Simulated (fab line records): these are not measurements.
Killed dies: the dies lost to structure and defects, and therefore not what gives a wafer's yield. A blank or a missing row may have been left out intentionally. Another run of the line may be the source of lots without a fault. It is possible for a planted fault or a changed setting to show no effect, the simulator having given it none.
fab line records | flow nandHarc
record: lots: 11 | wafers: 33 | lastDay: 32
route steps=1302 shown A_STAIRCASE@652 END@1302
lots that met no fault: taken from a fault-free run of the same line
startH: start of the lot's first displayed wafer, in hours after the record's first day | waitH: hours from the lot's prior step to this one | " unchanged from the row above | L1.1+2: one row covering several wafers at once | - no value present, or no start provided | * or withheld: withheld | < > ~ a bound
route shown NAME@n: names a module that has steps shown in the file, with the first one's number in the route | usual: mean and standard deviation over wafers with no fault | same: alike in all rows | chamber/n: place in a boat | sites: per-site readings | _std_site: standard deviation of those values | _edge_site: inner sites' mean taken away from outer sites' mean | radiusMm: for every site, how far away it sits from the centre of the wafer | mask NAME#n: copy n | behind: tool/chamber where the wafer was last shaped | hold: why the lot was held/for how many hours/how that ended | device: the transistor (n, p or np) that didn't switch | end of line: tests of these same wafers at the route's end | step lacking rows: just its recipe | killed: count of dies lost to structure and defects at first sort (not the wafer's yield) | map: the dies of a wafer, with x for killed, . for not killed, _ for no die there
set.NAME: the setting that was run; set.NAME@STEP: the one run at that earlier step | model.NAME: the simulator's own value behind a step, which no gauge read
a sample of lots followed through the steps of the route, with each step as a table and each wafer as a row
services: a tool's chamber out of use, with start hour (startH, from the record's first day; less than 0 if before it), hours out, and reason
== steps ==
step: NHARC_A_STAIRCASE_ETCH_170
recipe: targetDepthA: 2000 | timeS: 66.667 | ionEnergyEv: 250 | c4f6FlowSccm: 25 | o2FlowSccm: 20 | arFlowSccm: 500 | rfW: 600 | biasW: 500 | chemistry: C4F6/O2
usual: biasW: 499.9/1.4 | c4f6FlowSccm: 25.00/0.069 | drypumpMotorCurrentA: 5.9/0.47 | oesProductAu: 0.975/0.017 | rfVppV: 549/3.6 | showerheadPlenumPTorr: 4.03/0.17 | throttleValvePct: 26.904/0.0087
lot.wafer | tool       | chamber | startH | waitH | biasW | c4f6FlowSccm | drypumpMotorCurrentA | oesProductAu | rfHoursCounterH | rfVppV | showerheadPlenumPTorr | throttleValvePct
L658.1    | rieDiel-12 | 1       | -      | -     | 500.2 | 25.07        | 6.7                  | 0.934        | 19              | 548    | 4.06                  | 26.903
L658.3    | "          | 2       | "      | "     | 500.4 | 24.86        | 5.3                  | 0.940        | 18              | 545    | 3.77                  | 26.907
L658.5    | "          | 3       | "      | "     | 501.6 | 25.09        | 5.9                  | 0.946        | -               | 549    | 4.09                  | 26.905
L662.4    | rieDiel-04 | 3       | -      | -     | 501.0 | 25.04        | 6.1                  | 0.982        | 10              | 551    | 4.14                  | 26.913
L662.3    | "          | 1       | "      | "     | 501.5 | 25.06        | 6.0                  | 0.962        | 8               | 552    | 4.22                  | 26.911
L662.6    | "          | 3       | "      | "     | 499.7 | 25.04        | 6.1                  | 0.980        | -               | 552    | 4.14                  | 26.887
L663.1    | rieDiel-04 | 1       | -      | -     | 501.9 | 24.94        | 6.0                  | 0.968        | 9               | 552    | 4.22                  | 26.908
L663.4    | "          | 2       | "      | "     | 499.7 | 24.95        | 6.3                  | 0.977        | 12              | 554    | 4.22                  | 26.898
L663.5    | "          | 0       | "      | "     | 500.6 | 24.99        | 5.3                  | 1.009        | -               | 546    | 3.85                  | 26.904
L661.3    | rieDiel-12 | 3       | -      | -     | 501.2 | 25.00        | 5.9                  | 1.001        | 34              | 550    | 4.08                  | 26.892
L661.6    | "          | 3       | "      | "     | 500.4 | 25.05        | 5.9                  | 1.009        | -               | 551    | 4.08                  | 26.909
L661.5    | "          | 0       | "      | "     | 497.0 | 24.93        | 5.8                  | 0.985        | -               | 541    | 3.67                  | 26.892
L669.4    | rieDiel-12 | 2       | -      | -     | 501.2 | 25.00        | 5.3                  | 0.990        | 3               | 544    | 3.75                  | 26.907
L669.5    | "          | 0       | "      | "     | 501.6 | 25.02        | 5.8                  | 0.979        | -               | 555    | 4.23                  | 26.906
L669.6    | "          | 1       | "      | "     | 500.0 | 24.92        | 6.7                  | 0.977        | -               | 550    | 4.03                  | 26.906
L670.2    | rieDiel-04 | 0       | -      | -     | 500.2 | 25.08        | 5.3                  | 0.996        | 38              | 544    | 3.83                  | 26.905
L670.6    | "          | 1       | "      | "     | 498.3 | 24.88        | 6.0                  | 0.971        | -               | 552    | 4.20                  | 26.916
L670.5    | "          | 2       | "      | "     | 501.1 | 25.01        | 6.3                  | 0.988        | -               | 554    | 4.20                  | 26.875
L671.2    | rieDiel-04 | 2       | -      | -     | 500.1 | 24.95        | 6.3                  | 0.982        | 47              | 552    | 4.20                  | 26.925
L671.3    | "          | 3       | "      | "     | 497.3 | 24.91        | 6.1                  | 0.985        | 43              | 550    | 4.12                  | 26.890
L671.6    | "          | 2       | "      | "     | 499.2 | 25.01        | 6.3                  | 0.993        | -               | 552    | 4.20                  | 26.917
L672.3    | rieDiel-04 | 1       | -      | -     | 498.6 | 24.96        | 6.0                  | 0.984        | 49              | 552    | 4.20                  | 26.904
L672.4    | "          | 0       | "      | "     | 498.3 | 25.00        | 5.3                  | 0.998        | 42              | 544    | 3.83                  | 26.903
L672.6    | "          | 2       | "      | "     | 499.5 | 24.95        | 6.3                  | 0.991        | -               | 552    | 4.19                  | 26.898
L673.4    | rieDiel-04 | 0       | -      | -     | 500.1 | 25.10        | 5.3                  | 0.979        | 42              | 545    | 3.83                  | 26.910
L673.3    | "          | 1       | "      | "     | 498.9 | 24.96        | 6.1                  | 0.947        | 49              | 552    | 4.20                  | 26.897
L673.5    | "          | 0       | "      | "     | 500.3 | 25.06        | 5.3                  | 0.977        | -               | 545    | 3.83                  | 26.893
L674.2    | rieDiel-04 | 0       | -      | -     | 498.5 | 24.84        | 5.3                  | 0.993        | 46              | 546    | 3.83                  | 26.894
L674.3    | "          | 1       | "      | "     | 499.6 | 24.98        | 6.1                  | 0.970        | 53              | 553    | 4.19                  | 26.913
L674.6    | "          | 3       | "      | "     | 498.8 | 25.00        | 6.1                  | 0.979        | -               | 552    | 4.12                  | 26.916
L679.4    | rieDiel-12 | 0       | -      | -     | 499.6 | 25.00        | 5.8                  | 0.989        | 42              | 552    | 4.20                  | 26.907
L679.2    | "          | 2       | "      | "     | 499.8 | 25.03        | 5.3                  | 0.979        | 31              | 543    | 3.74                  | 26.904
L679.5    | "          | 0       | "      | "     | 500.5 | 25.07        | 5.8                  | 0.991        | -               | 553    | 4.20                  | 26.919
step: NHARC_A_STAIRCASE_ETCH_17
recipe: targetDepthA: 1000 | timeS: 40.5 | ionEnergyEv: 400 | c4f8FlowSccm: 20 | o2FlowSccm: 10 | arFlowSccm: withheld | rfW: 600 | biasW: 1000 | chemistry: C4F8/O2
usual: biasW: 1000.3/2.9 | chamberPressureMTorr: 25.001/0.024 | oesProductAu: 0.946/0.014 | rfVppV: 898/5
lot.wafer | tool       | chamber | startH | waitH | biasW  | chamberPressureMTorr | oesProductAu | rfHoursCounterH | rfVppV
L658.3    | rieDiel-02 | 1       | 356.30 | -     | 1001.3 | 24.996               | 0.945        | 45              | 897
L658.1    | "          | 2       | "      | "     | 1004.2 | 24.969               | 0.935        | 42              | 897
L658.5    | "          | 1       | "      | "     | 1003.5 | 25.056               | 0.942        | -               | 897
L662.3    | rieDiel-02 | 0       | 388.63 | -     | -      | -                    | -            | -               | -
L662.4    | "          | 1       | "      | "     | -      | -                    | -            | -               | -
L662.6    | "          | 0       | "      | "     | -      | -                    | -            | -               | -
L663.1    | rieDiel-12 | 0       | 392.38 | -     | -      | -                    | -            | -               | -
L663.4    | "          | 2       | "      | "     | -      | -                    | -            | -               | -
L663.5    | "          | 1       | "      | "     | -      | -                    | -            | -               | -
L661.3    | rieDiel-12 | 1       | 392.73 | -     | 1000.2 | 25.030               | 0.925        | 35              | 900
L661.5    | "          | 3       | "      | "     | 1004.7 | 24.989               | 0.951        | -               | 901
L661.6    | "          | 0       | "      | "     | 1003.8 | 25.015               | 0.940        | -               | 887
L669.4    | rieDiel-02 | 1       | 471.78 | -     | 997.0  | 24.989               | 0.940        | 21              | 896
L669.5    | "          | 1       | "      | "     | 1000.4 | 25.027               | 0.940        | -               | 894
L669.6    | "          | 2       | "      | "     | 1000.5 | 25.033               | 0.945        | -               | 897
L670.2    | rieDiel-04 | 2       | 478.11 | -     | 1001.1 | 25.011               | 0.949        | 46              | 905
L670.6    | "          | 3       | "      | "     | 1003.2 | 25.017               | 0.965        | -               | 902
L670.5    | "          | 0       | "      | "     | 998.6  | 25.007               | 0.955        | -               | 892
L671.3    | rieDiel-04 | 1       | 485.95 | -     | 1003.9 | 25.016               | 0.911        | 47              | 906
L671.2    | "          | 3       | "      | "     | 999.1  | 25.007               | 0.949        | 43              | 902
L671.6    | "          | 1       | "      | "     | 998.9  | 25.030               | 0.924        | -               | 905
L672.3    | rieDiel-02 | 2       | 503.54 | -     | 998.6  | 24.990               | 0.942        | 30              | 896
L672.4    | "          | 3       | "      | "     | 999.4  | 25.036               | 0.933        | 31              | 898
L672.6    | "          | 2       | "      | "     | 1004.5 | 24.949               | 0.939        | -               | 896
L673.4    | rieDiel-04 | 3       | 504.90 | -     | 1000.2 | 24.988               | 0.947        | 49              | 903
L673.3    | "          | 1       | "      | "     | 999.9  | 25.034               | 0.937        | 51              | 905
L673.5    | "          | 0       | "      | "     | 996.9  | 24.998               | 0.970        | -               | 893
L674.3    | rieDiel-04 | 2       | 515.98 | -     | 1002.7 | 24.969               | 0.933        | 55              | 905
L674.2    | "          | 3       | "      | "     | 1000.0 | 25.015               | 0.924        | 52              | 902
L674.6    | "          | 3       | "      | "     | 997.9  | 25.022               | 0.927        | -               | 901
L679.2    | rieDiel-02 | 2       | 569.65 | -     | 1001.5 | 25.010               | 0.937        | 53              | 895
L679.4    | "          | 1       | "      | "     | 997.1  | 24.989               | 0.942        | 54              | 895
L679.5    | "          | 2       | "      | "     | 1002.3 | 24.982               | 0.934        | -               | 896
step: NHARC_A_STAIRCASE_ETCH_19
recipe: targetDepthA: 1000 | timeS: 40.5 | ionEnergyEv: 400 | c4f8FlowSccm: 20 | o2FlowSccm: 10 | arFlowSccm: withheld | rfW: 600 | biasW: 1000 | chemistry: C4F8/O2
usual: biasW: 1000.6/3 | chamberPressureMTorr: 24.999/0.024 | oesProductAu: 0.944/0.013 | rfVppV: 898/4.9
lot.wafer | tool       | chamber | startH | waitH | biasW  | chamberPressureMTorr | oesProductAu | rfHoursCounterH | rfVppV
L658.3    | rieDiel-02 | 1       | -      | -     | 1002.9 | 25.016               | 0.942        | 45              | 896
L658.1    | "          | 2       | "      | "     | 1000.5 | 25.005               | 0.932        | 42              | 897
L658.5    | "          | 0       | "      | "     | 1000.5 | 25.011               | 0.936        | -               | 901
L662.4    | rieDiel-02 | 1       | -      | -     | 1003.2 | 25.074               | 0.943        | 56              | 897
L662.3    | "          | 3       | "      | "     | 1000.6 | 25.007               | 0.959        | 54              | 901
L662.6    | "          | 1       | "      | "     | 999.6  | 24.962               | 0.937        | -               | 897
L663.1    | rieDiel-12 | 2       | -      | -     | 999.0  | 25.043               | 0.945        | 33              | 890
L663.4    | "          | 0       | "      | "     | 999.4  | 25.008               | 0.923        | 37              | 888
L663.5    | "          | 1       | "      | "     | 1003.4 | 24.977               | 0.925        | -               | 901
L661.3    | rieDiel-12 | 2       | -      | -     | 1002.8 | 24.993               | 0.939        | 33              | 890
L661.6    | "          | 0       | "      | "     | 999.1  | 25.020               | 0.956        | -               | 887
L661.5    | "          | 1       | "      | "     | 1003.7 | 24.989               | 0.937        | -               | 900
L669.4    | rieDiel-02 | 2       | -      | -     | 997.5  | 24.992               | 0.955        | 22              | 897
L669.5    | "          | 2       | "      | "     | 997.3  | 24.942               | 0.956        | -               | 896
L669.6    | "          | 3       | "      | "     | 998.9  | 25.010               | 0.949        | -               | 900
L670.2    | rieDiel-04 | 2       | -      | -     | 1004.6 | 24.995               | 0.935        | 46              | 903
L670.5    | "          | 3       | "      | "     | 1001.5 | 24.987               | 0.972        | -               | 902
L670.6    | "          | 0       | "      | "     | 1003.9 | 24.979               | 0.970        | -               | 893
L671.2    | rieDiel-04 | 3       | -      | -     | 1000.4 | 25.066               | 0.959        | 44              | 900
L671.3    | "          | 2       | "      | "     | 1002.7 | 25.008               | 0.953        | 47              | 904
L671.6    | "          | 0       | "      | "     | 999.2  | 25.016               | 0.952        | -               | 894
L672.3    | rieDiel-02 | 1       | -      | -     | 1002.5 | 25.019               | 0.931        | 27              | 895
L672.4    | "          | 3       | "      | "     | 996.5  | 25.031               | 0.941        | 31              | 900
L672.6    | "          | 0       | "      | "     | 1002.2 | 25.066               | 0.917        | -               | 900
L673.3    | rieDiel-04 | 0       | -      | -     | 1002.6 | 25.001               | 0.969        | 44              | 894
L673.4    | "          | 1       | "      | "     | 1007.1 | 25.008               | 0.941        | 51              | 904
L673.5    | "          | 0       | "      | "     | 1000.0 | 24.987               | 0.974        | -               | 893
L674.3    | rieDiel-04 | 2       | -      | -     | 1001.8 | 25.015               | 0.937        | 56              | 906
L674.2    | "          | 0       | "      | "     | 998.4  | 24.961               | 0.941        | 47              | 894
L674.6    | "          | 2       | "      | "     | 1001.6 | 24.993               | 0.941        | -               | 905
L679.4    | rieDiel-02 | 1       | -      | -     | 997.8  | 24.995               | 0.928        | 54              | 895
L679.2    | "          | 0       | "      | "     | 999.7  | 24.957               | 0.918        | 57              | 898
L679.5    | "          | 2       | "      | "     | 1006.6 | 24.989               | 0.944        | -               | 895
step: NHARC_A_STAIRCASE_TRIM_24
recipe: timeS: 211.2 | o2FlowSccm: 500 | arFlowSccm: 0 | biasW: 0 | chemistry: O2
usual: drypumpMotorCurrentA: 5.9/0.53 | oesProductAu: 1.001/0.012 | rfVppV: 57.8/0.77 | showerheadPlenumPTorr: 3.60/0.14 | throttleValvePct: 17.036/0.0099
same: biasW: 0
lot.wafer | tool       | chamber | startH | waitH | drypumpMotorCurrentA | oesProductAu | rfHoursCounterH | rfVppV | showerheadPlenumPTorr | throttleValvePct
L658.3    | rieDiel-04 | 3       | -      | -     | 6.1                  | 1.002        | 59              | 58.2   | 3.74                  | 17.049
L658.1    | "          | 2       | "      | "     | 6.3                  | 1.006        | 59              | 57.7   | 3.26                  | 17.044
L658.5    | "          | 2       | "      | "     | 6.3                  | 1.001        | -               | 56.8   | 3.26                  | 17.044
L662.3    | rieDiel-02 | 0       | -      | -     | 6.7                  | 0.992        | 54              | 58.1   | 3.64                  | 17.042
L662.4    | "          | 3       | "      | "     | 5.6                  | 0.984        | 54              | 57.6   | 3.64                  | 17.030
L662.6    | "          | 1       | "      | "     | 5.1                  | 0.996        | -               | 58.3   | 3.53                  | 17.020
L663.4    | rieDiel-04 | 1       | -      | -     | 6.0                  | 0.984        | 11              | 57.8   | 3.80                  | 17.036
L663.1    | "          | 3       | "      | "     | 6.1                  | 0.994        | 12              | 56.5   | 3.73                  | 17.049
L663.5    | "          | 2       | "      | "     | 6.3                  | 0.993        | -               | 57.7   | 3.80                  | 17.041
L661.3    | rieDiel-12 | 0       | -      | -     | 5.8                  | 1.001        | 38              | 57.4   | 3.29                  | 17.044
L661.6    | "          | 1       | "      | "     | 6.7                  | 0.975        | -               | 58.6   | 3.64                  | 17.033
L661.5    | "          | 2       | "      | "     | 5.3                  | 1.006        | -               | 56.7   | 3.38                  | 17.047
L669.4    | rieDiel-12 | 1       | -      | -     | 6.7                  | 1.016        | 7               | 58.7   | 3.63                  | 17.041
L669.5    | "          | 3       | "      | "     | 5.9                  | 1.016        | -               | 56.6   | 3.66                  | 17.045
L669.6    | "          | 0       | "      | "     | 5.8                  | 1.005        | -               | 58.6   | 3.80                  | 17.021
L670.2    | rieDiel-02 | 3       | -      | -     | 5.6                  | 1.012        | 24              | 57.9   | 3.62                  | 17.036
L670.6    | "          | 0       | "      | "     | 6.7                  | 0.989        | -               | 57.5   | 3.62                  | 17.034
L670.5    | "          | 1       | "      | "     | 5.1                  | 0.997        | -               | 58.4   | 3.52                  | 17.037
L671.2    | rieDiel-02 | 1       | -      | -     | 5.1                  | 0.995        | 23              | 56.9   | 3.52                  | 17.018
L671.3    | "          | 2       | "      | "     | 5.5                  | 0.995        | 24              | 58.4   | 3.53                  | 17.047
L671.6    | "          | 1       | "      | "     | 5.1                  | 1.002        | -               | 57.8   | 3.52                  | 17.026
L672.3    | rieDiel-12 | 3       | -      | -     | 5.9                  | 1.009        | 15              | 58.4   | 3.65                  | 17.035
L672.4    | "          | 3       | "      | "     | 5.9                  | 1.005        | -               | 57.9   | 3.65                  | 17.038
L672.6    | "          | 0       | "      | "     | 5.8                  | 1.007        | -               | 59.3   | 3.80                  | 17.029
L673.4    | rieDiel-02 | 0       | -      | -     | 6.7                  | 0.982        | 31              | 58.3   | 3.62                  | 17.040
L673.3    | "          | 1       | "      | "     | 5.1                  | 0.988        | 28              | 58.5   | 3.51                  | 17.040
L673.5    | "          | 3       | "      | "     | 5.6                  | 0.995        | -               | 58.2   | 3.62                  | 17.036
L674.3    | rieDiel-04 | 3       | -      | -     | 6.1                  | 0.989        | 52              | 57.5   | 3.71                  | 17.043
L674.2    | "          | 2       | "      | "     | 6.3                  | 1.002        | 56              | 57.5   | 3.78                  | 17.026
L674.6    | "          | 3       | "      | "     | 6.1                  | 1.000        | -               | 57.5   | 3.71                  | 17.032
L679.2    | rieDiel-02 | 1       | -      | -     | 5.1                  | 0.985        | 54              | 57.6   | 3.50                  | 17.039
L679.4    | "          | 0       | "      | "     | 6.7                  | 0.984        | 57              | 57.5   | 3.60                  | 17.051
L679.5    | "          | 2       | "      | "     | 5.5                  | 0.994        | -               | 57.3   | 3.52                  | 17.031
step: NHARC_END_SORT_01
recipe: tempC: 25
usual: killedAtArray: 56/19 | killedAtOther: 1.0/1.3 | killedAtPeriphery: 3.8/2.2 | killedDies: 61/19 | killedOpen: 3.1/1.9 | killedShort: 2.3/1.5
same: grossDies: 677
lot.wafer | tool      | chamber | startH | waitH | killedAtArray | killedAtOther | killedAtPeriphery | killedDies | killedOpen | killedShort
L662.3    | prober-02 | 0       | 594.94 | 3.1   | 675           | 0             | 2                 | 677        | 3          | 4
L662.4    | prober-02 | 0       | 595.74 | 3.4   | 674           | 3             | 0                 | 677        | 2          | 5
L662.6    | prober-02 | 0       | 597.32 | 4.0   | 671           | 0             | 6                 | 677        | 5          | 2
L663.1    | prober-01 | 0       | 600.59 | 2.5   | 673           | 0             | 4                 | 677        | 3          | 1
L663.4    | prober-01 | 0       | 602.96 | 3.4   | 668           | 4             | 5                 | 677        | 3          | 3
L663.5    | prober-01 | 0       | 603.75 | 3.7   | 674           | 0             | 3                 | 677        | 1          | 2
killed by level:class
L662.3 A_STAIRCASE:areaEtch=587 A_CHANNEL_HOLE_D1:chamberFilmFlake=37 A_SLIT:chamberFilmFlake=26 A_CHANNEL_HOLE_D2:chamberFilmFlake=12 A_STAIRCASE:chamberFilmFlake=3 A_M0:geometricParticle:short=2 A_WL_FILL:chamberFilmFlake=2 P_GATE:geometricParticle:open=1
L662.4 A_STAIRCASE:areaEtch=599 A_CHANNEL_HOLE_D1:chamberFilmFlake=30 A_SLIT:chamberFilmFlake=24 A_CHANNEL_HOLE_D2:chamberFilmFlake=7 A_STAIRCASE:chamberFilmFlake=3 THIN_TSV:chamberFilmFlake=3 A_WL_FILL:geometricParticle:short=2 A_ZERO_WELL:chamberFilmFlake=2
L662.6 A_STAIRCASE:areaEtch=596 A_CHANNEL_HOLE_D1:chamberFilmFlake=34 A_SLIT:chamberFilmFlake=26 A_CHANNEL_HOLE_D2:chamberFilmFlake=6 P_STI:chamberFilmFlake=2 P_GATE:geometricParticle:open=1 P_M0:geometricParticle:open=1 P_M2:geometricParticle:open=1
L663.1 A_STAIRCASE:areaEtch=629 A_CHANNEL_HOLE_D2:chamberFilmFlake=31 A_CHANNEL_HOLE_D1:chamberFilmFlake=5 A_CONTACT:chamberFilmFlake=2 P_M2:geometricParticle:open=1 A_ONON_D2:geometricParticle:open=1 A_CHANNEL_FILL_D2:geometricParticle:open=1 A_M0:geometricParticle:short=1
L663.4 A_STAIRCASE:areaEtch=620 A_CHANNEL_HOLE_D2:chamberFilmFlake=34 THIN_TSV:chamberFilmFlake=4 P_M2:chamberFilmFlake=3 A_CHANNEL_FILL_D2:chamberFilmFlake=3 A_CONTACT:chamberFilmFlake=3 A_CHANNEL_HOLE_D1:chamberFilmFlake=2 P_M0:geometricParticle:open=1
L663.5 A_STAIRCASE:areaEtch=628 A_CHANNEL_HOLE_D2:chamberFilmFlake=33 P_M2:chamberFilmFlake=2 A_ZERO_WELL:chamberFilmFlake=2 A_CHANNEL_HOLE_D1:chamberFilmFlake=2 A_DECK1_JOINT:chamberFilmFlake=2 A_CONTACT:chamberFilmFlake=2 P_STI:geometricParticle:short=1
== services ==
tool       | chamber | startH | hours | kind
rieDiel-04 | 0       | 339.43 | -     | clean
rieDiel-04 | 1       | 339.43 | -     | clean
rieDiel-04 | 2       | 339.43 | -     | clean
rieDiel-04 | 3       | 339.43 | -     | clean
rieDiel-02 | 2       | 352.48 | 2.9   | repair
rieDiel-04 | 0       | 354.57 | 4.2   | repair
rieDiel-04 | 2       | 358.81 | -     | consumableReplace:showerhead
rieDiel-04 | 2       | 358.81 | 9.0   | scheduledDown
rieDiel-04 | 2       | 358.81 | 9.0   | ventCycle
rieDiel-04 | -       | 359.22 | 9.0   | pm
rieDiel-04 | 0       | 359.22 | 9.0   | ventCycle
rieDiel-04 | 1       | 359.22 | 9.0   | ventCycle
rieDiel-04 | 3       | 359.22 | 9.0   | ventCycle
rieDiel-02 | -       | 371.02 | 0.4   | repair
rieDiel-04 | -       | 387.35 | 0.5   | repair
rieDiel-02 | -       | 397.36 | 9.0   | pm
rieDiel-04 | 0       | 402.33 | 7.7   | repair
rieDiel-02 | -       | 416.53 | 0.6   | repair
rieDiel-12 | -       | 447.28 | 9.0   | pm
rieDiel-02 | 3       | 455.29 | 2.5   | repair
rieDiel-02 | 1       | 464.31 | 4.4   | repair
rieDiel-12 | 2       | 499.02 | 10.7  | repair
rieDiel-12 | 2       | 519.50 | 1.4   | repair
rieDiel-04 | -       | 536.33 | 9.0   | pm
== key ==
firstSign: step: NHARC_A_STAIRCASE_ETCH_17 | reading: toolRecord | direction: missing
effect: step: NHARC_END_SORT_01 | reading: killedAtArray | direction: up | sigmas: 33 | usual: 56 | struck: 672
moreKillsBornAt: NHARC_A_STAIRCASE_ETCH_17@rieDiel-12: 1878 | NHARC_A_STAIRCASE_ETCH_17@rieDiel-02: 1785
metAt NHARC_A_STAIRCASE_ETCH_17
struckLots L662,L663
laterRowsLeftOut L662.3,L662.4,L662.6,L663.1,L663.4,L663.5
testerLeftOut L662,L663
notActingAt NHARC_A_STAIRCASE_ETCH_170,NHARC_A_STAIRCASE_ETCH_19,NHARC_A_STAIRCASE_TRIM_24
onsetBetween 356.30 388.63
fault: kind: skippedStepWhole | tool: rieDiel-02,rieDiel-12 | chamber: - | onsetH: 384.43 | steps: NHARC_A_STAIRCASE_ETCH_17 | scope: struckLotsOnly
testerLeftOut: of these lots the tester's yield and bins aren't shown, on N5 and GAA mostly nor the transistor test; their killed dies are dies lost to structure and defects alone, not to doping, threshold or leakage, so they don't give the yield
laterRowsLeftOut: the simulator's readings of these wafers behind a module that went badly wrong aren't trusted and aren't shown, but for the sort
